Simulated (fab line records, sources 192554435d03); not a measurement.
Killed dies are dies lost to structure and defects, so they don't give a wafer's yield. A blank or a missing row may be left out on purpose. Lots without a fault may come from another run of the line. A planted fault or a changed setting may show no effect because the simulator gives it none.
Which tool did it? | flow n5_finfet | 24 lots, 72 wafers sampled, at 6 steps of a route of 1938

WHAT THE GAUGES READ, wafer by wafer
The record holds no reading of a measuring or inspecting step that can be judged against a usual standard deviation.

WHICH TOOL RAN EACH LOT (tool, then ch and the chambers of the sampled wafers, then the start)
lot  | N5_BEOL_M12_ETCH_67                | N5_BEOL_M13_DESCUM_15              | N5_BEOL_M13_ETCH_68                | N5_BEOL_M13_DEGAS_41         | N5_BEOL_M13_SPUTTER_43       | N5_BEOL_M13_SPUTTER_44
L074 | rie_diel-03 ch 0,1,3, day 10 03:44 | rie_diel-05 ch 1,2,3, day 10 06:53 | rie_diel-05 ch 2,3, day 10 08:01   | pvd_sputter-03, day 10 11:43 | pvd_sputter-03, day 10 11:48 | pvd_sputter-03, day 10 11:53
L076 | rie_diel-01 ch 0,1,2, day 10 21:52 | rie_diel-06 ch 0,2, day 11 03:01   | rie_diel-06 ch 0,2, day 11 04:08   | pvd_sputter-02, day 11 05:01 | pvd_sputter-02, day 11 05:06 | pvd_sputter-02, day 11 05:11
L075 | rie_diel-01 ch 1,2,3, day 11 00:16 | rie_diel-02 ch 0,2,3, day 11 03:47 | rie_diel-05 ch 0,2,3, day 11 05:03 | pvd_sputter-03, day 11 07:40 | pvd_sputter-03, day 11 07:44 | pvd_sputter-03, day 11 07:49
L077 | rie_diel-03 ch 1,3, day 11 05:59   | rie_diel-06 ch 0,2,3, day 11 10:45 | rie_diel-06 ch 0,2,3, day 11 12:01 | pvd_sputter-02, day 11 15:21 | pvd_sputter-02, day 11 15:26 | pvd_sputter-02, day 11 15:31
L078 | rie_diel-04 ch 0,1,3, day 11 12:01 | rie_diel-06 ch 0,2, day 11 18:40   | rie_diel-02 ch 0,2, day 11 19:50   | pvd_sputter-03, day 11 23:00 | pvd_sputter-03, day 11 23:05 | pvd_sputter-03, day 11 23:10
L079 | rie_diel-04 ch 0,3, day 11 19:46   | rie_diel-05 ch 0,2, day 12 01:58   | rie_diel-05 ch 0,2, day 12 03:13   | pvd_sputter-03, day 12 07:29 | pvd_sputter-03, day 12 07:34 | pvd_sputter-03, day 12 07:38
L081 | rie_diel-01 ch 0,1, day 12 00:27   | rie_diel-06 ch 1,2, day 12 03:52   | rie_diel-06 ch 1,2, day 12 04:59   | pvd_sputter-03, day 12 10:16 | pvd_sputter-03, day 12 10:20 | pvd_sputter-03, day 12 10:25
L080 | rie_diel-04 ch 0,2,3, day 12 00:36 | rie_diel-02 ch 0,1,2, day 12 04:08 | rie_diel-02 ch 0,1,2, day 12 05:23 | pvd_sputter-02, day 12 10:30 | pvd_sputter-02, day 12 10:35 | pvd_sputter-02, day 12 10:40
L082 | rie_diel-04 ch 0,1, day 12 07:32   | rie_diel-02 ch 0,2, day 12 13:09   | rie_diel-06 ch 0,1,2, day 12 14:37 | pvd_sputter-02, day 12 15:36 | pvd_sputter-02, day 12 15:41 | pvd_sputter-02, day 12 15:46
L083 | rie_diel-01 ch 0,1,2, day 12 09:16 | rie_diel-02 ch 1,2, day 12 13:27   | rie_diel-05 ch 0,2, day 12 14:47   | pvd_sputter-03, day 12 17:07 | pvd_sputter-03, day 12 17:12 | pvd_sputter-03, day 12 17:17
L084 | rie_diel-03 ch 0,1,2, day 12 21:31 | rie_diel-05 ch 0,1,3, day 13 02:26 | rie_diel-05 ch 0,2,3, day 13 03:41 | pvd_sputter-03, day 13 08:23 | pvd_sputter-03, day 13 08:28 | pvd_sputter-03, day 13 08:33
L085 | rie_diel-04 ch 0,1, day 13 02:52   | rie_diel-05 ch 0,1,3, day 13 06:14 | rie_diel-06 ch 0,3, day 13 07:29   | pvd_sputter-03, day 13 08:43 | pvd_sputter-03, day 13 08:47 | pvd_sputter-03, day 13 08:52
L086 | rie_diel-04 ch 0,2,3, day 13 04:07 | rie_diel-02 ch 1,2,3, day 13 07:47 | rie_diel-05 ch 0,1,3, day 13 09:04 | pvd_sputter-03, day 13 09:52 | pvd_sputter-03, day 13 09:56 | pvd_sputter-03, day 13 10:01
L087 | rie_diel-04 ch 0,2, day 13 23:20   | rie_diel-06 ch 0,1,3, day 14 04:34 | rie_diel-05 ch 2,3, day 14 05:41   | pvd_sputter-03, day 14 10:28 | pvd_sputter-03, day 14 10:32 | pvd_sputter-03, day 14 10:37
L089 | rie_diel-04 ch 0,1,2, day 14 04:31 | rie_diel-02 ch 0,1, day 14 11:36   | rie_diel-06 ch 0,1,3, day 14 13:31 | pvd_sputter-01, day 14 14:48 | pvd_sputter-01, day 14 14:53 | pvd_sputter-01, day 14 14:58
L088 | rie_diel-01 ch 0,2, day 14 07:34   | rie_diel-05 ch 1,2,3, day 14 12:26 | rie_diel-05 ch 0,2, day 14 14:12   | pvd_sputter-01, day 14 15:12 | pvd_sputter-01, day 14 15:17 | pvd_sputter-01, day 14 15:22
L091 | rie_diel-03 ch 2,3, day 14 17:58   | rie_diel-02 ch 0,1,2, day 14 23:21 | rie_diel-05 ch 2,3, day 15 00:29   | pvd_sputter-02, day 15 08:02 | pvd_sputter-02, day 15 08:07 | pvd_sputter-02, day 15 08:12
L090 | rie_diel-04 ch 2,3, day 14 18:20   | rie_diel-06 ch 0,1,2, day 14 23:32 | rie_diel-06 ch 0,1,2, day 15 00:52 | pvd_sputter-01, day 15 04:23 | pvd_sputter-01, day 15 04:28 | pvd_sputter-01, day 15 04:33
L092 | rie_diel-03 ch 1,3, day 15 00:47   | rie_diel-05 ch 1,2, day 15 06:20   | rie_diel-06 ch 0,3, day 15 07:28   | pvd_sputter-03, day 15 08:12 | pvd_sputter-03, day 15 08:17 | pvd_sputter-03, day 15 08:22
L093 | rie_diel-01 ch 1,2, day 15 09:32   | rie_diel-02 ch 1,3, day 15 13:22   | rie_diel-02 ch 0,3, day 15 14:30   | pvd_sputter-03, day 15 18:53 | pvd_sputter-03, day 15 18:58 | pvd_sputter-03, day 15 19:02
L094 | rie_diel-01 ch 0,2,3, day 15 17:08 | rie_diel-02 ch 0,1,3, day 15 22:34 | rie_diel-06 ch 1,2,3, day 15 23:43 | pvd_sputter-03, day 16 01:48 | pvd_sputter-03, day 16 01:53 | pvd_sputter-03, day 16 01:58
L095 | rie_diel-03 ch 0,1, day 15 22:14   | rie_diel-02 ch 0,1, day 16 01:18   | rie_diel-06 ch 0,1,3, day 16 02:28 | pvd_sputter-03, day 16 05:11 | pvd_sputter-03, day 16 05:16 | pvd_sputter-03, day 16 05:21
L096 | rie_diel-03 ch 0,2, day 16 05:46   | rie_diel-05 ch 0,3, day 16 10:01   | rie_diel-02 ch 0,2,3, day 16 11:08 | pvd_sputter-03, day 16 14:29 | pvd_sputter-03, day 16 14:34 | pvd_sputter-03, day 16 14:39
L097 | rie_diel-04 ch 0,2, day 16 10:21   | rie_diel-02 ch 0,1,3, day 16 15:59 | rie_diel-02 ch 0,1,3, day 16 17:08 | pvd_sputter-01, day 16 18:45 | pvd_sputter-01, day 16 18:50 | pvd_sputter-01, day 16 18:55
- N5_BEOL_M12_ETCH_67: etches SiARC in CF4, target depth 143 nm, time 238.3 s.
- N5_BEOL_M13_DESCUM_15: chemistry O2, time 7.9 s.
- N5_BEOL_M13_ETCH_68: etches SOC in N2/H2, time 355 s.
- N5_BEOL_M13_DEGAS_41: time 60 s.
- N5_BEOL_M13_SPUTTER_43: material TaN, target thk 15 nm, time 24.19 s.
- N5_BEOL_M13_SPUTTER_44: material Ta, target thk 10 nm, time 16.13 s.

WHAT THE TOOLS THEMSELVES READ (means of the sampled wafers that have a number; where no wafer has one, the mark that the record gives instead)
N5_BEOL_M12_ETCH_67. Usual: bias_w 36.00 W, standard deviation 0.11; drypump_motor_current_A 5.6 A, standard deviation 0.46; etch_rf_on_time_s 235 s, standard deviation 7.4; oes_product_au 0.69 a.u., standard deviation 0.069; rf_vpp_V 184.4 V, standard deviation 1.4; showerhead_plenum_p_Torr 2.17 Torr, standard deviation 0.093; throttle_valve_pct 15.63 %, standard deviation 0.19.
lot  | tool        | bias_w (W) | drypump_motor_current_A (A) | etch_rf_on_time_s (s) | oes_product_au (a.u.) | rf_vpp_V (V) | showerhead_plenum_p_Torr (Torr) | throttle_valve_pct (%) | flag
L074 | rie_diel-03 | 35.97      | 5.7                         | 241                   | 0.63                  | 185.4        | 2.24                            | 15.88                  |
L076 | rie_diel-01 | 36.01      | 5.8                         | 239                   | 0.68                  | 184.1        | 2.16                            | 15.61                  |
L075 | rie_diel-01 | 35.96      | 5.5                         | 240                   | 0.65                  | 185.0        | 2.17                            | 15.69                  |
L077 | rie_diel-03 | 35.98      | 5.5                         | 238                   | 0.63                  | 184.7        | 2.24                            | 15.99                  |
L078 | rie_diel-04 | 36.02      | 5.5                         | 235                   | 0.70                  | 184.0        | 2.14                            | 15.61                  |
L079 | rie_diel-04 | 35.95      | 5.4                         | 238                   | 0.68                  | 185.3        | 2.20                            | 15.70                  |
L081 | rie_diel-01 | 35.99      | 6.2                         | 238                   | 0.64                  | 182.9        | 2.12                            | 15.54                  |
L080 | rie_diel-04 | 36.01      | 5.2                         | 230                   | 0.68                  | 185.3        | 2.20                            | 15.63                  |
L082 | rie_diel-04 | 35.95      | 5.7                         | 237                   | 0.75                  | 183.9        | 2.15                            | 15.49                  |
L083 | rie_diel-01 | 36.05      | 5.7                         | 236                   | 0.67                  | 183.2        | 2.16                            | 15.63                  |
L084 | rie_diel-03 | 36.00      | 5.8                         | 234                   | 0.64                  | 184.8        | 2.17                            | 15.74                  |
L085 | rie_diel-04 | 35.96      | 5.6                         | 240                   | 0.72                  | 184.7        | 2.21                            | 15.59                  |
L086 | rie_diel-04 | 36.05      | 5.2                         | 231                   | 0.67                  | 185.2        | 2.20                            | 15.64                  |
L087 | rie_diel-04 | 35.97      | 5.4                         | 238                   | 0.69                  | 186.8        | 2.27                            | 15.61                  |
L089 | rie_diel-04 | 36.04      | 5.5                         | 231                   | 0.71                  | 184.7        | 2.20                            | 15.52                  |
L088 | rie_diel-01 | 35.95      | 5.6                         | 239                   | 0.70                  | 184.8        | 2.23                            | 15.67                  |
L091 | rie_diel-03 | 35.81      | 5.7                         | 237                   | 0.74                  | 183.7        | 2.15                            | 15.76                  |
L090 | rie_diel-04 | 36.04      | 5.1                         | 225                   | 0.63                  | 183.1        | 2.11                            | 15.71                  |
L092 | rie_diel-03 | 35.95      | 5.5                         | 236                   | 0.75                  | 184.6        | 2.23                            | 15.70                  |
L093 | rie_diel-01 | 36.14      | 5.5                         | 235                   | 0.77                  | 185.8        | 2.28                            | 15.39                  |
L094 | rie_diel-01 | 36.02      | 5.7                         | 238                   | 0.73                  | 185.2        | 2.21                            | 15.52                  |
L095 | rie_diel-03 | 36.02      | 5.6                         | 234                   | 0.72                  | 184.6        | 2.24                            | 15.57                  |
L096 | rie_diel-03 | 36.11      | 6.2                         | 235                   | 0.74                  | 183.9        | 2.14                            | 15.63                  |
L097 | rie_diel-04 | 36.01      | 5.4                         | 234                   | 0.69                  | 184.8        | 2.26                            | 15.66                  |

N5_BEOL_M13_DESCUM_15. Usual: drypump_motor_current_A 5.5 A, standard deviation 0.39; oes_product_au 0.78 a.u., standard deviation 0.07; rf_vpp_V 243.3 V, standard deviation 1.5; showerhead_plenum_p_Torr 2.09 Torr, standard deviation 0.083; throttle_valve_pct 20.35 %, standard deviation 0.2.
lot  | tool        | drypump_motor_current_A (A) | oes_product_au (a.u.) | rf_vpp_V (V) | showerhead_plenum_p_Torr (Torr) | throttle_valve_pct (%) | flag
L074 | rie_diel-05 | 5.4                         | 0.85                  | 243.9        | 2.16                            | 20.45                  |
L076 | rie_diel-06 | 5.5                         | 0.85                  | 245.1        | 2.18                            | 20.33                  |
L075 | rie_diel-02 | 5.5                         | 0.73                  | 243.7        | 2.10                            | 20.46                  |
L077 | rie_diel-06 | 5.6                         | 0.83                  | 244.3        | 2.08                            | 20.22                  |
L078 | rie_diel-06 | 5.5                         | 0.83                  | 244.1        | 2.18                            | 20.35                  |
L079 | rie_diel-05 | 5.4                         | 0.80                  | 244.6        | 2.18                            | 20.35                  |
L081 | rie_diel-06 | 4.9                         | 0.91                  | 243.6        | 2.11                            | 20.24                  |
L080 | rie_diel-02 | 5.7                         | 0.73                  | 242.9        | 2.04                            | 20.36                  |
L082 | rie_diel-02 | 5.3                         | 0.71                  | 242.5        | 2.08                            | 20.53                  |
L083 | rie_diel-02 | 6.0                         | 0.74                  | 241.7        | 2.00                            | 20.20                  |
L084 | rie_diel-05 | 5.7                         | 0.81                  | 243.6        | 2.12                            | 20.46                  |
L085 | rie_diel-05 | 5.7                         | 0.81                  | 243.5        | 2.12                            | 20.47                  |
L086 | rie_diel-02 | 5.8                         | 0.72                  | 242.6        | 2.06                            | 20.31                  |
L087 | rie_diel-06 | 5.4                         | 0.85                  | 243.1        | 2.02                            | 20.13                  |
L089 | rie_diel-02 | 5.7                         | 0.74                  | 242.9        | 2.01                            | 20.22                  |
L088 | rie_diel-05 | 5.4                         | 0.80                  | 244.0        | 2.15                            | 20.50                  |
L091 | rie_diel-02 | 5.7                         | 0.71                  | 241.8        | 2.03                            | 20.40                  |
L090 | rie_diel-06 | 5.3                         | 0.85                  | 243.6        | 2.12                            | 20.26                  |
L092 | rie_diel-05 | 5.4                         | 0.80                  | 243.6        | 2.18                            | 20.47                  |
L093 | rie_diel-02 | 5.6                         | 0.72                  | 242.3        | 2.09                            | 20.30                  |
L094 | rie_diel-02 | 5.5                         | 0.71                  | 243.8        | 2.07                            | 20.35                  |
L095 | rie_diel-02 | 5.7                         | 0.73                  | 241.7        | 2.01                            | 20.24                  |
L096 | rie_diel-05 | 5.5                         | 0.77                  | 243.5        | 2.11                            | 20.45                  |
L097 | rie_diel-02 | 5.5                         | 0.71                  | 242.8        | 2.07                            | 20.36                  |

N5_BEOL_M13_ETCH_68. Usual: bias_w 349.9 W, standard deviation 1; drypump_motor_current_A 5.5 A, standard deviation 0.41; oes_product_au 0.80 a.u., standard deviation 0.065; rf_vpp_V 524.1 V, standard deviation 2.7; showerhead_plenum_p_Torr 2.55 Torr, standard deviation 0.11; throttle_valve_pct 17.68 %, standard deviation 0.23.
lot  | tool        | bias_w (W) | drypump_motor_current_A (A) | oes_product_au (a.u.) | rf_vpp_V (V) | showerhead_plenum_p_Torr (Torr) | throttle_valve_pct (%) | flag
L074 | rie_diel-05 | 349.7      | 5.2                         | 0.83                  | 524.6        | 2.63                            | 17.81                  |
L076 | rie_diel-06 | 349.9      | 5.6                         | 0.87                  | 525.6        | 2.62                            | 17.54                  |
L075 | rie_diel-05 | 350.3      | 5.5                         | 0.81                  | 525.7        | 2.62                            | 17.75                  |
L077 | rie_diel-06 | 348.8      | 5.6                         | 0.82                  | 523.3        | 2.52                            | 17.52                  |
L078 | rie_diel-02 | 349.9      | 5.3                         | 0.72                  | 523.7        | 2.50                            | 17.73                  |
L079 | rie_diel-05 | 349.3      | 5.4                         | 0.80                  | 526.5        | 2.65                            | 17.71                  |
L081 | rie_diel-06 | 349.9      | 4.9                         | 0.91                  | 525.4        | 2.54                            | 17.43                  |
L080 | rie_diel-02 | 349.7      | 5.7                         | 0.73                  | 522.6        | 2.47                            | 17.67                  |
L082 | rie_diel-06 | 351.0      | 5.3                         | 0.87                  | 525.3        | 2.58                            | 17.49                  |
L083 | rie_diel-05 | 350.2      | 5.8                         | 0.79                  | 525.1        | 2.61                            | 17.72                  |
L084 | rie_diel-05 | 349.6      | 5.4                         | 0.80                  | 525.7        | 2.62                            | 17.78                  |
L085 | rie_diel-06 | 349.1      | 5.7                         | 0.83                  | 522.8        | 2.50                            | 17.48                  |
L086 | rie_diel-05 | 349.4      | 5.7                         | 0.80                  | 524.3        | 2.59                            | 17.91                  |
L087 | rie_diel-05 | 349.9      | 5.2                         | 0.80                  | 525.0        | 2.62                            | 17.87                  |
L089 | rie_diel-06 | 350.9      | 5.4                         | 0.83                  | 520.6        | 2.46                            | 17.42                  |
L088 | rie_diel-05 | 349.2      | 5.4                         | 0.79                  | 525.5        | 2.64                            | 17.73                  |
L091 | rie_diel-05 | 350.2      | 5.1                         | 0.79                  | 526.5        | 2.65                            | 17.81                  |
L090 | rie_diel-06 | 348.5      | 5.3                         | 0.84                  | 525.0        | 2.57                            | 17.52                  |
L092 | rie_diel-06 | 350.1      | 5.8                         | 0.79                  | 520.1        | 2.40                            | 17.46                  |
L093 | rie_diel-02 | 350.4      | 5.2                         | 0.70                  | 524.2        | 2.54                            | 17.82                  |
L094 | rie_diel-06 | 349.6      | 5.3                         | 0.79                  | 523.0        | 2.48                            | 17.50                  |
L095 | rie_diel-06 | 349.8      | 5.4                         | 0.82                  | 521.7        | 2.45                            | 17.45                  |
L096 | rie_diel-02 | 349.9      | 5.5                         | 0.78                  | 523.9        | 2.54                            | 17.72                  |
L097 | rie_diel-02 | 350.4      | 5.5                         | 0.70                  | 522.8        | 2.51                            | 17.76                  |

N5_BEOL_M13_DEGAS_41. Usual: heater_power_w 334 W, standard deviation 48.
lot  | tool           | heater_power_w (W) | flag
L074 | pvd_sputter-03 | 361                |
L076 | pvd_sputter-02 | 311                |
L075 | pvd_sputter-03 | 301                |
L077 | pvd_sputter-02 | 308                |
L078 | pvd_sputter-03 | 347                |
L079 | pvd_sputter-03 | 316                |
L081 | pvd_sputter-03 | 308                |
L080 | pvd_sputter-02 | 314                |
L082 | pvd_sputter-02 | 300                |
L083 | pvd_sputter-03 | 318                |
L084 | pvd_sputter-03 | 357                |
L085 | pvd_sputter-03 | 385                |
L086 | pvd_sputter-03 | 360                |
L087 | pvd_sputter-03 | 317                |
L089 | pvd_sputter-01 | 337                |
L088 | pvd_sputter-01 | 338                |
L091 | pvd_sputter-02 | 307                |
L090 | pvd_sputter-01 | 336                |
L092 | pvd_sputter-03 | 357                |
L093 | pvd_sputter-03 | 343                |
L094 | pvd_sputter-03 | 352                |
L095 | pvd_sputter-03 | 395                |
L096 | pvd_sputter-03 | 364                |
L097 | pvd_sputter-01 | 334                |

N5_BEOL_M13_SPUTTER_43. Usual: throttle_valve_pct 29.5 %, standard deviation 1.
lot  | tool           | throttle_valve_pct (%) | flag
L074 | pvd_sputter-03 | 29.1                   |
L076 | pvd_sputter-02 | 29.7                   |
L075 | pvd_sputter-03 | 30.0                   |
L077 | pvd_sputter-02 | 29.8                   |
L078 | pvd_sputter-03 | 29.2                   |
L079 | pvd_sputter-03 | 30.3                   |
L081 | pvd_sputter-03 | 30.4                   |
L080 | pvd_sputter-02 | 29.7                   |
L082 | pvd_sputter-02 | 29.9                   |
L083 | pvd_sputter-03 | 30.1                   |
L084 | pvd_sputter-03 | 29.0                   |
L085 | pvd_sputter-03 | 28.6                   |
L086 | pvd_sputter-03 | 28.9                   |
L087 | pvd_sputter-03 | 30.2                   |
L089 | pvd_sputter-01 | 29.9                   |
L088 | pvd_sputter-01 | 29.9                   |
L091 | pvd_sputter-02 | 29.7                   |
L090 | pvd_sputter-01 | 30.2                   |
L092 | pvd_sputter-03 | 29.3                   |
L093 | pvd_sputter-03 | 29.2                   |
L094 | pvd_sputter-03 | 29.2                   |
L095 | pvd_sputter-03 | 28.4                   |
L096 | pvd_sputter-03 | 28.9                   |
L097 | pvd_sputter-01 | 29.7                   |

N5_BEOL_M13_SPUTTER_44. Usual: throttle_valve_pct 29.5 %, standard deviation 1.
lot  | tool           | throttle_valve_pct (%) | flag
L074 | pvd_sputter-03 | 29.0                   |
L076 | pvd_sputter-02 | 29.6                   |
L075 | pvd_sputter-03 | 29.7                   |
L077 | pvd_sputter-02 | 30.0                   |
L078 | pvd_sputter-03 | 29.4                   |
L079 | pvd_sputter-03 | 30.2                   |
L081 | pvd_sputter-03 | 30.3                   |
L080 | pvd_sputter-02 | 29.7                   |
L082 | pvd_sputter-02 | 29.9                   |
L083 | pvd_sputter-03 | 29.9                   |
L084 | pvd_sputter-03 | 29.0                   |
L085 | pvd_sputter-03 | 28.6                   |
L086 | pvd_sputter-03 | 29.0                   |
L087 | pvd_sputter-03 | 30.4                   |
L089 | pvd_sputter-01 | 30.0                   |
L088 | pvd_sputter-01 | 29.7                   |
L091 | pvd_sputter-02 | 29.8                   |
L090 | pvd_sputter-01 | 30.3                   |
L092 | pvd_sputter-03 | 29.2                   |
L093 | pvd_sputter-03 | 29.2                   |
L094 | pvd_sputter-03 | 29.3                   |
L095 | pvd_sputter-03 | 28.2                   |
L096 | pvd_sputter-03 | 29.1                   |
L097 | pvd_sputter-01 | 29.9                   |

THE ANSWER, worked out from the rows above alone
Rule: a lot is off if the mean of its wafers that have a number lies more than 3 standard deviations from the usual mean. A lot without any number at a reading at which 4 lots or more have one is off too. The other lots that the step has rows for count as sound. The gauges are gone through in route order, then the tools' own readings, and for those a lot's mean is taken as printed above. The first step at which some lot is off is used, and at that step the reading that is off furthest; a lot without a number counts as furthest.
No lot is off at any reading shown: from this, nothing can be told.

WHAT THE SIMULATOR HAD PUT IN
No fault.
